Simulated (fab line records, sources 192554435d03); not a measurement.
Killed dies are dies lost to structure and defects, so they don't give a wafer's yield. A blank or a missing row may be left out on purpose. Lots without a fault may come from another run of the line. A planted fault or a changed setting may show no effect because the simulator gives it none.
Problem report in the 8D (eight disciplines) form, filled by code | flow n5_finfet | the parts of the form that need people (team, actions taken, sign-off) are left out

1. THE PROBLEM
platen_rpm at N5_SDB_CMP_30 reads a mean of 49.81 rpm on 1 wafer of 1 lot; wafers without a fault read 51.80 rpm with a standard deviation of 0.034. That is -59 standard deviations from the usual mean.
The step: polishes, stops on poly-Si, t overpolish 1.54 s, target thk 30 nm.
First seen on wafer L353.2, day 5 09:18, on cmp-04. The record holds 33 wafers of 12 lots with a number at this step. Rule for "out", or "out of limits": more than 4 standard deviations from the usual mean. The other wafers with a number count as sound.

2. WHAT IT IS AND WHAT IT IS NOT
question                    | is               | is not
which readings at this step | platen_rpm       | motor_current_A, overpolish_run_s, time_to_endpoint_s
which lots                  | L353             | L348, L349, L351, L352, L363, L365, L366, L367, L368, L369, L370
which wafers of those lots  | L353.2           | L353.4, L353.5
read on which tools         | cmp-04           | cmp-02, cmp-03
when                        | from day 5 09:18 | up to then (14 sound wafers); but 18 sound wafers of L363, L365, L366, L367, L368, L369, L370 came after

3. SUSPECTS, AND WHAT RULES EACH OUT
Counting: a tool at a process step up to the reading stays a suspect if it ran every lot that is out. Sound lots after the first of them don't rule it out here, since some wafers of a struck lot are sound.
- plasma_asher-01 at N5_SDB_STRIP_22 (strips in N2/H2): kept. It ran the lot that is out, L353 (day 5 05:37); its last sound lot up to then is L352 (day 5 01:24).
- cmp-04 at N5_SDB_CMP_30 (polishes, stops on poly-Si, t overpolish 1.54 s, target thk 30 nm): kept. It ran the lot that is out, L353 (day 5 09:18); its last sound lot up to then is L352 (day 5 05:59). Its own readings are out on those wafers: platen_rpm.
- Within plasma_asher-01 at N5_SDB_STRIP_22: the wafers that are out ran in chamber 0; their sound lot-mates ran in chamber 1.
- Within cmp-04 at N5_SDB_CMP_30: the wafers that are out ran in chamber 1; their sound lot-mates ran in chamber 3.
Left after counting: plasma_asher-01 at N5_SDB_STRIP_22, cmp-04 at N5_SDB_CMP_30.

4. THE CAUSE (what the simulator had put in)
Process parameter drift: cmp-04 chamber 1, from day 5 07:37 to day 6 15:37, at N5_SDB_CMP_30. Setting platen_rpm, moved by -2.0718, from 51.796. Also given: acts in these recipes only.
Counting left 2 suspects, and this tool is among them.

5. THE CHAIN OF EFFECTS, in route order
Each row: a reading whose mean over the struck wafers that have a number lies more than 3 standard deviations from the usual. Only readings for which the record gives a usual standard deviation are gone through. hours: the time from each lot's start at the first step in this table that gives one to its start at this step, as a median over the lots. sigmas: the change in usual standard deviations.
hours | step          | reading    | usual     | on struck wafers | change | sigmas
0     | N5_SDB_CMP_30 | platen_rpm | 51.80 rpm | 49.81            | -1.99  | -59
The process steps in it:
- N5_SDB_CMP_30: polishes, stops on poly-Si, t overpolish 1.54 s, target thk 30 nm.

6. WHAT WOULD HAVE CAUGHT IT SOONER
In this record the first reading out of limits was taken at day 5 09:18, 2 hours after the fault began at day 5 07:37.
